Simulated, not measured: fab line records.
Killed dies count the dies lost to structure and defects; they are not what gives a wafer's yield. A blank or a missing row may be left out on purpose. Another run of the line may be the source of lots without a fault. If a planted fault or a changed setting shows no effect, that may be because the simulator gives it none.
fab line records / flow n5-finfet / part 2 of 2: steps 21 to 29 of 29
record lots=5 wafers=15 last-day=16
route steps=1938 shown BEOL_M14@1746 BEOL_M15@1773
lots with no fault: from the same line, run without faults
start-h: hours from the record's first day to the start of the lot's first wafer shown / wait-h: hours from the lot's prior step to this one / " as in the row above / L1.1+2: one row covering several wafers at once / - no value, or no start given / * or withheld: withheld / < > ~ a bound
route shown NAME@n: a module of which the file shows steps, and the number in the route of the first / usual: mean and standard deviation over wafers with no fault / same: alike in all rows / chamber/n: place in a boat / sites: per-site readings / _std_site: their standard deviation / _edge_site: the outer-site mean with the inner-site mean subtracted / radius-mm: for every site, how far away it sits from the centre of the wafer / mask NAME#n: copy n / behind: tool/chamber where the wafer was last shaped / hold: why the lot went on hold/how many hours it stayed there/how the hold came to an end / device: whichever transistor did not switch (one of n, p or np) / end of line: the same wafers' tests at the end of the route / step lacking rows: just its recipe / killed: at the first sort, the dies lost to defects and structure; wafer yield is something else / map: shows each die of a wafer: x if killed, . if not, _ if none is there
set.NAME: setting as actually run; set.NAME@STEP: the setting as run at that earlier step / model.NAME: the simulator's own value behind a step, which no gauge read
lots seen at some steps along the route; tables by step, rows by wafer
services: a tool's chamber out of use, with start hour (start-h, from the record's first day; less than 0 if before it), hours out, and reason
## steps
# step N5_BEOL_M14_ANNEAL_48
# recipe temp-c=225 time-s=90 ambient=N2
# usual anneal-temp-c-max=225.78/0.22 wafer_temp_C_max=225.95/0.23
lot.wafer=L075.2 tool=rtp-anneal-01 chamber=0 start-h=244.73 wait-h=0.2 anneal-temp-c-max=225.74 wafer_temp_C_max=225.67
lot.wafer=L075.4 tool=rtp-anneal-01 chamber=0 start-h=244.73 wait-h=0.2 anneal-temp-c-max=225.84 wafer_temp_C_max=225.84
lot.wafer=L075.5 tool=rtp-anneal-01 chamber=0 start-h=244.73 wait-h=0.2 anneal-temp-c-max=225.94 wafer_temp_C_max=225.98
lot.wafer=L081.1 tool=rtp-anneal-02 chamber=0 start-h=275.37 wait-h=0.1 anneal-temp-c-max=225.53 wafer_temp_C_max=225.82
lot.wafer=L081.2 tool=rtp-anneal-02 chamber=0 start-h=275.37 wait-h=0.1 anneal-temp-c-max=225.53 wafer_temp_C_max=225.96
lot.wafer=L081.4 tool=rtp-anneal-02 chamber=0 start-h=275.37 wait-h=0.1 anneal-temp-c-max=225.41 wafer_temp_C_max=225.79
lot.wafer=L082.3 tool=rtp-anneal-01 chamber=0 start-h=285.49 wait-h=0.9 anneal-temp-c-max=226.13 wafer_temp_C_max=226.38
lot.wafer=L082.4 tool=rtp-anneal-01 chamber=0 start-h=285.49 wait-h=0.9 anneal-temp-c-max=226.09 wafer_temp_C_max=226.08
lot.wafer=L082.6 tool=rtp-anneal-01 chamber=0 start-h=285.49 wait-h=0.9 anneal-temp-c-max=225.51 wafer_temp_C_max=226.10
lot.wafer=L086.3 tool=rtp-anneal-02 chamber=0 start-h=322.08 wait-h=0.2 anneal-temp-c-max=225.31 wafer_temp_C_max=225.93
lot.wafer=L086.5 tool=rtp-anneal-02 chamber=0 start-h=322.08 wait-h=0.2 anneal-temp-c-max=225.66 wafer_temp_C_max=225.42
lot.wafer=L086.6 tool=rtp-anneal-02 chamber=0 start-h=322.08 wait-h=0.2 anneal-temp-c-max=225.78 wafer_temp_C_max=225.97
lot.wafer=L090.2 tool=rtp-anneal-01 chamber=0 start-h=351.40 wait-h=1.0 anneal-temp-c-max=225.71 wafer_temp_C_max=226.25
lot.wafer=L090.5 tool=rtp-anneal-01 chamber=0 start-h=351.40 wait-h=1.0 anneal-temp-c-max=225.67 wafer_temp_C_max=225.85
lot.wafer=L090.6 tool=rtp-anneal-01 chamber=0 start-h=351.40 wait-h=1.0 anneal-temp-c-max=225.76 wafer_temp_C_max=225.84
# step N5_BEOL_M14_CMP_49
# recipe stop-on=SiO2 t-overpolish-s=5.2 down-force-psi=2 platen-rpm=80 clearing-platen-down-force-psi=2 clearing-platen-rpm=80 post-cmp-clean=cu-alkaline target-thk-nm=560 clearing-platen-pad-velocity-m-s=1.5917 pad-velocity-m-s=1.5917
# usual barrier-field-endpoint-s=11.4/0.31 motor-current-A=8.0/0.81 overpolish-run-s=5.199/0.0098 slurry-filter-dp-kPa=13.49/0.13 time-to-endpoint-s=122/5.4
lot.wafer=L075.2 tool=cmp-04 chamber=3 start-h=245.06 wait-h=0.3 barrier-field-endpoint-s=11.2 motor-current-A=9.4 overpolish-run-s=5.179 slurry-filter-dp-kPa=13.53 time-to-endpoint-s=122
lot.wafer=L075.4 tool=cmp-04 chamber=0 start-h=245.06 wait-h=0.3 barrier-field-endpoint-s=11.3 motor-current-A=8.6 overpolish-run-s=5.194 slurry-filter-dp-kPa=13.38 time-to-endpoint-s=124
lot.wafer=L075.5 tool=cmp-04 chamber=1 start-h=245.06 wait-h=0.3 barrier-field-endpoint-s=11.7 motor-current-A=8.1 overpolish-run-s=5.204 slurry-filter-dp-kPa=13.50 time-to-endpoint-s=128
lot.wafer=L081.4 tool=cmp-01 chamber=1 start-h=275.68 wait-h=0.1 barrier-field-endpoint-s=11.5 motor-current-A=7.7 overpolish-run-s=5.181 slurry-filter-dp-kPa=13.58 time-to-endpoint-s=129
lot.wafer=L081.1 tool=cmp-01 chamber=2 start-h=275.68 wait-h=0.1 barrier-field-endpoint-s=10.9 motor-current-A=7.2 overpolish-run-s=5.184 slurry-filter-dp-kPa=13.32 time-to-endpoint-s=116
lot.wafer=L081.2 tool=cmp-01 chamber=0 start-h=275.68 wait-h=0.1 barrier-field-endpoint-s=11.1 motor-current-A=8.6 overpolish-run-s=5.209 slurry-filter-dp-kPa=13.67 time-to-endpoint-s=123
lot.wafer=L082.3 tool=cmp-04 chamber=2 start-h=285.75 wait-h=0.2 barrier-field-endpoint-s=11.3 motor-current-A=7.4 overpolish-run-s=5.202 slurry-filter-dp-kPa=13.62 time-to-endpoint-s=124
lot.wafer=L082.4 tool=cmp-04 chamber=0 start-h=285.75 wait-h=0.2 barrier-field-endpoint-s=11.5 motor-current-A=8.8 overpolish-run-s=5.197 slurry-filter-dp-kPa=13.56 time-to-endpoint-s=125
lot.wafer=L082.6 tool=cmp-04 chamber=1 start-h=285.75 wait-h=0.2 barrier-field-endpoint-s=11.4 motor-current-A=8.2 overpolish-run-s=5.212 slurry-filter-dp-kPa=13.25 time-to-endpoint-s=124
lot.wafer=L086.3 tool=cmp-01 chamber=2 start-h=322.32 wait-h=0.2 barrier-field-endpoint-s=11.0 motor-current-A=7.6 overpolish-run-s=5.218 slurry-filter-dp-kPa=13.34 time-to-endpoint-s=115
lot.wafer=L086.5 tool=cmp-01 chamber=1 start-h=322.32 wait-h=0.2 barrier-field-endpoint-s=11.3 motor-current-A=7.4 overpolish-run-s=5.207 slurry-filter-dp-kPa=13.50 time-to-endpoint-s=123
lot.wafer=L086.6 tool=cmp-01 chamber=2 start-h=322.32 wait-h=0.2 barrier-field-endpoint-s=11.1 motor-current-A=7.7 overpolish-run-s=5.189 slurry-filter-dp-kPa=13.28 time-to-endpoint-s=114
lot.wafer=L090.2 tool=cmp-04 chamber=1 start-h=351.66 wait-h=0.2 barrier-field-endpoint-s=11.6 motor-current-A=7.9 overpolish-run-s=5.188 slurry-filter-dp-kPa=13.66 time-to-endpoint-s=124
lot.wafer=L090.6 tool=cmp-04 chamber=1 start-h=351.66 wait-h=0.2 barrier-field-endpoint-s=11.2 motor-current-A=8.1 overpolish-run-s=5.203 slurry-filter-dp-kPa=13.62 time-to-endpoint-s=121
lot.wafer=L090.5 tool=cmp-04 chamber=2 start-h=351.66 wait-h=0.2 barrier-field-endpoint-s=11.6 motor-current-A=7.3 overpolish-run-s=5.197 slurry-filter-dp-kPa=13.34 time-to-endpoint-s=127
# step N5_BEOL_M14_THK_MEAS_50
# recipe thk-meas-gauge=xrf reads=Cu_of_BEOL_M14_ECD_47
# usual M14_THK=558/12
lot.wafer=L075.2 tool=film-metro-01 chamber=- start-h=245.28 wait-h=- M14_THK[nm]=571
lot.wafer=L075.4 tool=film-metro-01 chamber=- start-h=245.28 wait-h=- M14_THK[nm]=554
lot.wafer=L075.5 tool=film-metro-01 chamber=- start-h=245.28 wait-h=- M14_THK[nm]=576
lot.wafer=L081.1 tool=film-metro-01 chamber=- start-h=275.97 wait-h=- M14_THK[nm]=575
lot.wafer=L081.2 tool=film-metro-01 chamber=- start-h=275.97 wait-h=- M14_THK[nm]=566
lot.wafer=L081.4 tool=film-metro-01 chamber=- start-h=275.97 wait-h=- M14_THK[nm]=556
lot.wafer=L082.3 tool=film-metro-02 chamber=- start-h=286.01 wait-h=- M14_THK[nm]=551
lot.wafer=L082.4 tool=film-metro-02 chamber=- start-h=286.01 wait-h=- M14_THK[nm]=542
lot.wafer=L082.6 tool=film-metro-02 chamber=- start-h=286.01 wait-h=- M14_THK[nm]=549
lot.wafer=L086.3 tool=film-metro-02 chamber=- start-h=322.58 wait-h=- M14_THK[nm]=545
lot.wafer=L086.5 tool=film-metro-02 chamber=- start-h=322.58 wait-h=- M14_THK[nm]=539
lot.wafer=L086.6 tool=film-metro-02 chamber=- start-h=322.58 wait-h=- M14_THK[nm]=556
lot.wafer=L090.2 tool=film-metro-02 chamber=- start-h=351.96 wait-h=- M14_THK[nm]=545
lot.wafer=L090.5 tool=film-metro-02 chamber=- start-h=351.96 wait-h=- M14_THK[nm]=550
lot.wafer=L090.6 tool=film-metro-02 chamber=- start-h=351.96 wait-h=- M14_THK[nm]=568
# step N5_BEOL_M14_PRE_CLEAN_52
# recipe gas=NH3 time-s=15 temp-c=withheld rf-power-w=300
lot.wafer=L075.2+4+5 tool=pecvd-04 chamber=0,2,0 start-h=245.32 wait-h=0.0
lot.wafer=L081.1+2+4 tool=pecvd-02 chamber=1,0,0 start-h=276.01 wait-h=0.0
lot.wafer=L082.3+4+6 tool=pecvd-01 chamber=2,0,1 start-h=286.05 wait-h=0.0
lot.wafer=L086.3+5+6 tool=pecvd-04 chamber=1,2,1 start-h=322.62 wait-h=0.0
lot.wafer=L090.2+5+6 tool=pecvd-02 chamber=0,0,1 start-h=351.99 wait-h=0.0
# step N5_BEOL_M14_DEP_53
# recipe material=SiCN target-thk-a=500 temp-c=withheld precursor=3MS/NH3 pressure-torr=3 rf-w=675 time-s=17.8
# usual chamber-pressure-Torr=2.999/0.0066 showerhead-plenum-p-Torr=4.164/0.021 throttle-valve-pct=18.1/1.2
lot.wafer=L075.2 tool=pecvd-04 chamber=0 start-h=245.34 wait-h=0.0 chamber-pressure-Torr=2.997 showerhead-plenum-p-Torr=4.141 throttle-valve-pct=17.9
lot.wafer=L075.4 tool=pecvd-04 chamber=2 start-h=245.34 wait-h=0.0 chamber-pressure-Torr=2.993 showerhead-plenum-p-Torr=4.198 throttle-valve-pct=16.2
lot.wafer=L075.5 tool=pecvd-04 chamber=0 start-h=245.34 wait-h=0.0 chamber-pressure-Torr=2.992 showerhead-plenum-p-Torr=4.153 throttle-valve-pct=17.8
lot.wafer=L081.1 tool=pecvd-02 chamber=1 start-h=276.04 wait-h=0.0 chamber-pressure-Torr=2.993 showerhead-plenum-p-Torr=4.167 throttle-valve-pct=18.4
lot.wafer=L081.2 tool=pecvd-02 chamber=0 start-h=276.04 wait-h=0.0 chamber-pressure-Torr=2.996 showerhead-plenum-p-Torr=4.167 throttle-valve-pct=19.4
lot.wafer=L081.4 tool=pecvd-02 chamber=0 start-h=276.04 wait-h=0.0 chamber-pressure-Torr=3.003 showerhead-plenum-p-Torr=4.171 throttle-valve-pct=19.4
lot.wafer=L082.3 tool=pecvd-01 chamber=2 start-h=286.07 wait-h=0.0 chamber-pressure-Torr=2.996 showerhead-plenum-p-Torr=4.176 throttle-valve-pct=16.4
lot.wafer=L082.4 tool=pecvd-01 chamber=0 start-h=286.07 wait-h=0.0 chamber-pressure-Torr=3.004 showerhead-plenum-p-Torr=4.144 throttle-valve-pct=17.7
lot.wafer=L082.6 tool=pecvd-01 chamber=1 start-h=286.07 wait-h=0.0 chamber-pressure-Torr=3.012 showerhead-plenum-p-Torr=4.183 throttle-valve-pct=18.3
lot.wafer=L086.3 tool=pecvd-04 chamber=1 start-h=322.64 wait-h=0.0 chamber-pressure-Torr=2.996 showerhead-plenum-p-Torr=4.154 throttle-valve-pct=19.8
lot.wafer=L086.5 tool=pecvd-04 chamber=2 start-h=322.64 wait-h=0.0 chamber-pressure-Torr=2.999 showerhead-plenum-p-Torr=4.192 throttle-valve-pct=16.3
lot.wafer=L086.6 tool=pecvd-04 chamber=1 start-h=322.64 wait-h=0.0 chamber-pressure-Torr=3.003 showerhead-plenum-p-Torr=4.154 throttle-valve-pct=19.8
lot.wafer=L090.2 tool=pecvd-02 chamber=0 start-h=352.02 wait-h=0.0 chamber-pressure-Torr=2.992 showerhead-plenum-p-Torr=4.171 throttle-valve-pct=19.5
lot.wafer=L090.5 tool=pecvd-02 chamber=0 start-h=352.02 wait-h=0.0 chamber-pressure-Torr=2.994 showerhead-plenum-p-Torr=4.176 throttle-valve-pct=19.8
lot.wafer=L090.6 tool=pecvd-02 chamber=1 start-h=352.02 wait-h=0.0 chamber-pressure-Torr=3.003 showerhead-plenum-p-Torr=4.153 throttle-valve-pct=18.4
# step N5_BEOL_M14_RS_MEAS_54
# recipe thk-meas-gauge=four-point-probe reads=Cu_of_BEOL_M14_ECD_47+Ta_of_BEOL_M14_SPUTTER_44+TaN_of_BEOL_M14_SPUTTER_43
# usual M14_RS=0.0330/0.00068
lot.wafer=L075.2 tool=film-metro-01 chamber=- start-h=245.41 wait-h=0.1 M14_RS[ohm/sq]=0.0323
lot.wafer=L075.4 tool=film-metro-01 chamber=- start-h=245.41 wait-h=0.1 M14_RS[ohm/sq]=0.0332
lot.wafer=L075.5 tool=film-metro-01 chamber=- start-h=245.41 wait-h=0.1 M14_RS[ohm/sq]=0.0319
lot.wafer=L081.1 tool=film-metro-01 chamber=- start-h=276.10 wait-h=0.0 M14_RS[ohm/sq]=0.0323
lot.wafer=L081.2 tool=film-metro-01 chamber=- start-h=276.10 wait-h=0.0 M14_RS[ohm/sq]=0.0325
lot.wafer=L081.4 tool=film-metro-01 chamber=- start-h=276.10 wait-h=0.0 M14_RS[ohm/sq]=0.0334
lot.wafer=L082.3 tool=film-metro-02 chamber=- start-h=286.14 wait-h=0.1 M14_RS[ohm/sq]=0.0333
lot.wafer=L082.4 tool=film-metro-02 chamber=- start-h=286.14 wait-h=0.1 M14_RS[ohm/sq]=0.0339
lot.wafer=L082.6 tool=film-metro-02 chamber=- start-h=286.14 wait-h=0.1 M14_RS[ohm/sq]=0.0335
lot.wafer=L086.3 tool=film-metro-01 chamber=- start-h=322.71 wait-h=0.1 M14_RS[ohm/sq]=0.0334
lot.wafer=L086.5 tool=film-metro-01 chamber=- start-h=322.71 wait-h=0.1 M14_RS[ohm/sq]=0.0339
lot.wafer=L086.6 tool=film-metro-01 chamber=- start-h=322.71 wait-h=0.1 M14_RS[ohm/sq]=0.0328
lot.wafer=L090.2 tool=film-metro-02 chamber=- start-h=352.09 wait-h=0.1 M14_RS[ohm/sq]=0.0335
lot.wafer=L090.5 tool=film-metro-02 chamber=- start-h=352.09 wait-h=0.1 M14_RS[ohm/sq]=0.0333
lot.wafer=L090.6 tool=film-metro-02 chamber=- start-h=352.09 wait-h=0.1 M14_RS[ohm/sq]=0.0321
# step N5_BEOL_M14_INSPECT_55
# recipe inspect-instrument=darkfield mode=post-dep
# usual raw-defect-count=74/28
lot.wafer=L075.2 tool=defect-inspect-02 chamber=- start-h=245.43 wait-h=0.0 raw-defect-count=83
lot.wafer=L075.4 tool=defect-inspect-02 chamber=- start-h=245.43 wait-h=0.0 raw-defect-count=70
lot.wafer=L075.5 tool=defect-inspect-02 chamber=- start-h=245.43 wait-h=0.0 raw-defect-count=60
lot.wafer=L081.1 tool=defect-inspect-02 chamber=- start-h=276.13 wait-h=0.0 raw-defect-count=56
lot.wafer=L081.2 tool=defect-inspect-02 chamber=- start-h=276.13 wait-h=0.0 raw-defect-count=95
lot.wafer=L081.4 tool=defect-inspect-02 chamber=- start-h=276.13 wait-h=0.0 raw-defect-count=94
lot.wafer=L082.3 tool=defect-inspect-01 chamber=- start-h=286.16 wait-h=0.0 raw-defect-count=97
lot.wafer=L082.4 tool=defect-inspect-01 chamber=- start-h=286.16 wait-h=0.0 raw-defect-count=180
lot.wafer=L082.6 tool=defect-inspect-01 chamber=- start-h=286.16 wait-h=0.0 raw-defect-count=119
lot.wafer=L086.3 tool=defect-inspect-02 chamber=- start-h=322.74 wait-h=0.0 raw-defect-count=103
lot.wafer=L086.5 tool=defect-inspect-02 chamber=- start-h=322.74 wait-h=0.0 raw-defect-count=65
lot.wafer=L086.6 tool=defect-inspect-02 chamber=- start-h=322.74 wait-h=0.0 raw-defect-count=105
lot.wafer=L090.2 tool=defect-inspect-02 chamber=- start-h=352.11 wait-h=0.0 raw-defect-count=48
lot.wafer=L090.5 tool=defect-inspect-02 chamber=- start-h=352.11 wait-h=0.0 raw-defect-count=76
lot.wafer=L090.6 tool=defect-inspect-02 chamber=- start-h=352.11 wait-h=0.0 raw-defect-count=54
# step N5_BEOL_M15_ILD_DEP_00
# recipe material=SiO2 target-thk-a=16293 temp-c=400 precursor=TEOS/O2 pressure-torr=6.5 rf-w=900 teos-flow-sccm=161.4 gas=O2 flow-sccm=2650 time-s=346.1
# usual chamber-pressure-Torr=6.499/0.014 heater-power-w=521/90 showerhead-plenum-p-Torr=8.356/0.029 throttle-valve-pct=18.6/0.81
lot.wafer=L075.2 tool=pecvd-03 chamber=1 start-h=245.47 wait-h=0.0 chamber-pressure-Torr=6.498 heater-power-w=516 showerhead-plenum-p-Torr=8.414 throttle-valve-pct=19.1
lot.wafer=L075.4 tool=pecvd-03 chamber=2 start-h=245.47 wait-h=0.0 chamber-pressure-Torr=6.534 heater-power-w=362 showerhead-plenum-p-Torr=8.318 throttle-valve-pct=17.4
lot.wafer=L075.5 tool=pecvd-03 chamber=0 start-h=245.47 wait-h=0.0 chamber-pressure-Torr=6.480 heater-power-w=397 showerhead-plenum-p-Torr=8.330 throttle-valve-pct=19.1
lot.wafer=L081.1 tool=pecvd-03 chamber=0 start-h=276.17 wait-h=0.0 chamber-pressure-Torr=6.493 heater-power-w=413 showerhead-plenum-p-Torr=8.328 throttle-valve-pct=19.3
lot.wafer=L081.2 tool=pecvd-03 chamber=2 start-h=276.17 wait-h=0.0 chamber-pressure-Torr=6.519 heater-power-w=475 showerhead-plenum-p-Torr=8.339 throttle-valve-pct=17.5
lot.wafer=L081.4 tool=pecvd-03 chamber=2 start-h=276.17 wait-h=0.0 chamber-pressure-Torr=6.511 heater-power-w=359 showerhead-plenum-p-Torr=8.354 throttle-valve-pct=17.9
lot.wafer=L082.3 tool=pecvd-02 chamber=0 start-h=286.20 wait-h=0.0 chamber-pressure-Torr=6.497 heater-power-w=561 showerhead-plenum-p-Torr=8.351 throttle-valve-pct=19.9
lot.wafer=L082.4 tool=pecvd-02 chamber=0 start-h=286.20 wait-h=0.0 chamber-pressure-Torr=6.500 heater-power-w=649 showerhead-plenum-p-Torr=8.363 throttle-valve-pct=20.0
lot.wafer=L082.6 tool=pecvd-02 chamber=1 start-h=286.20 wait-h=0.0 chamber-pressure-Torr=6.482 heater-power-w=475 showerhead-plenum-p-Torr=8.340 throttle-valve-pct=18.8
lot.wafer=L086.3 tool=pecvd-01 chamber=1 start-h=322.77 wait-h=0.0 chamber-pressure-Torr=6.492 heater-power-w=621 showerhead-plenum-p-Torr=8.361 throttle-valve-pct=18.7
lot.wafer=L086.5 tool=pecvd-01 chamber=1 start-h=322.77 wait-h=0.0 chamber-pressure-Torr=6.483 heater-power-w=725 showerhead-plenum-p-Torr=8.391 throttle-valve-pct=18.7
lot.wafer=L086.6 tool=pecvd-01 chamber=2 start-h=322.77 wait-h=0.0 chamber-pressure-Torr=6.485 heater-power-w=510 showerhead-plenum-p-Torr=8.384 throttle-valve-pct=16.8
lot.wafer=L090.2 tool=pecvd-03 chamber=1 start-h=352.15 wait-h=0.0 chamber-pressure-Torr=6.509 heater-power-w=602 showerhead-plenum-p-Torr=8.417 throttle-valve-pct=19.2
lot.wafer=L090.5 tool=pecvd-03 chamber=2 start-h=352.15 wait-h=0.0 chamber-pressure-Torr=6.508 heater-power-w=481 showerhead-plenum-p-Torr=8.310 throttle-valve-pct=17.7
lot.wafer=L090.6 tool=pecvd-03 chamber=1 start-h=352.15 wait-h=0.0 chamber-pressure-Torr=6.513 heater-power-w=513 showerhead-plenum-p-Torr=8.394 throttle-valve-pct=19.4
# step N5_BEOL_M15_THK_MEAS_01
# recipe reads=SiO2_of_BEOL_M15_ILD_DEP_00
# usual M15_ILD_THK=1635/24
lot.wafer=L075.2 tool=film-metro-02 chamber=- start-h=245.72 wait-h=0.1 M15_ILD_THK[nm]=1619
lot.wafer=L075.4 tool=film-metro-02 chamber=- start-h=245.72 wait-h=0.1 M15_ILD_THK[nm]=1659
lot.wafer=L075.5 tool=film-metro-02 chamber=- start-h=245.72 wait-h=0.1 M15_ILD_THK[nm]=1663
lot.wafer=L081.1 tool=film-metro-02 chamber=- start-h=276.41 wait-h=0.1 M15_ILD_THK[nm]=1656
lot.wafer=L081.2 tool=film-metro-02 chamber=- start-h=276.41 wait-h=0.1 M15_ILD_THK[nm]=1656
lot.wafer=L081.4 tool=film-metro-02 chamber=- start-h=276.41 wait-h=0.1 M15_ILD_THK[nm]=1669
lot.wafer=L082.3 tool=film-metro-01 chamber=- start-h=286.45 wait-h=0.1 M15_ILD_THK[nm]=1613
lot.wafer=L082.4 tool=film-metro-01 chamber=- start-h=286.45 wait-h=0.1 M15_ILD_THK[nm]=1626
lot.wafer=L082.6 tool=film-metro-01 chamber=- start-h=286.45 wait-h=0.1 M15_ILD_THK[nm]=1645
lot.wafer=L086.3 tool=film-metro-02 chamber=- start-h=323.02 wait-h=0.1 M15_ILD_THK[nm]=1590
lot.wafer=L086.5 tool=film-metro-02 chamber=- start-h=323.02 wait-h=0.1 M15_ILD_THK[nm]=1624
lot.wafer=L086.6 tool=film-metro-02 chamber=- start-h=323.02 wait-h=0.1 M15_ILD_THK[nm]=1630
lot.wafer=L090.2 tool=film-metro-01 chamber=- start-h=352.40 wait-h=0.1 M15_ILD_THK[nm]=1611
lot.wafer=L090.5 tool=film-metro-01 chamber=- start-h=352.40 wait-h=0.1 M15_ILD_THK[nm]=1614
lot.wafer=L090.6 tool=film-metro-01 chamber=- start-h=352.40 wait-h=0.1 M15_ILD_THK[nm]=1601
## services
tool=pecvd-01 chamber=- start-h=219.34 hours=6.0 kind=pm
tool=rie-diel-06 chamber=0 start-h=219.61 hours=- kind=clean
tool=rie-diel-03 chamber=0 start-h=223.19 hours=7.0 kind=repair
tool=pecvd-01 chamber=2 start-h=234.42 hours=2.5 kind=repair
tool=cmp-01 chamber=- start-h=241.90 hours=1.7 kind=repair
tool=rie-diel-06 chamber=3 start-h=249.82 hours=7.8 kind=repair
tool=cmp-01 chamber=- start-h=256.66 hours=12.8 kind=pm
tool=rie-diel-06 chamber=1 start-h=268.25 hours=3.5 kind=repair
tool=pecvd-03 chamber=2 start-h=270.65 hours=2.1 kind=repair
tool=rie-diel-05 chamber=1 start-h=280.42 hours=2.5 kind=repair
tool=pvd-sputter-01 chamber=- start-h=290.79 hours=0.8 kind=repair
tool=pvd-sputter-01 chamber=- start-h=294.87 hours=7.9 kind=repair
tool=pecvd-03 chamber=0 start-h=303.45 hours=5.0 kind=repair
tool=pecvd-02 chamber=- start-h=303.54 hours=3.5 kind=repair
tool=cmp-04 chamber=- start-h=308.37 hours=1.9 kind=repair
tool=ecd-cu-01 chamber=- start-h=308.70 hours=1.0 kind=repair
tool=pecvd-01 chamber=0 start-h=316.01 hours=5.0 kind=repair
tool=pvd-sputter-02 chamber=- start-h=330.33 hours=4.9 kind=repair
tool=pecvd-01 chamber=- start-h=338.32 hours=2.8 kind=pm
tool=ecd-cu-02 chamber=- start-h=340.70 hours=1.5 kind=repair
tool=rie-diel-05 chamber=0 start-h=343.60 hours=- kind=clean
tool=rie-diel-05 chamber=0 start-h=343.60 hours=- kind=consumable-replace:focus-ring
tool=rie-diel-05 chamber=0 start-h=343.60 hours=13.6 kind=scheduled-down
tool=rie-diel-05 chamber=0 start-h=343.60 hours=13.6 kind=vent-cycle
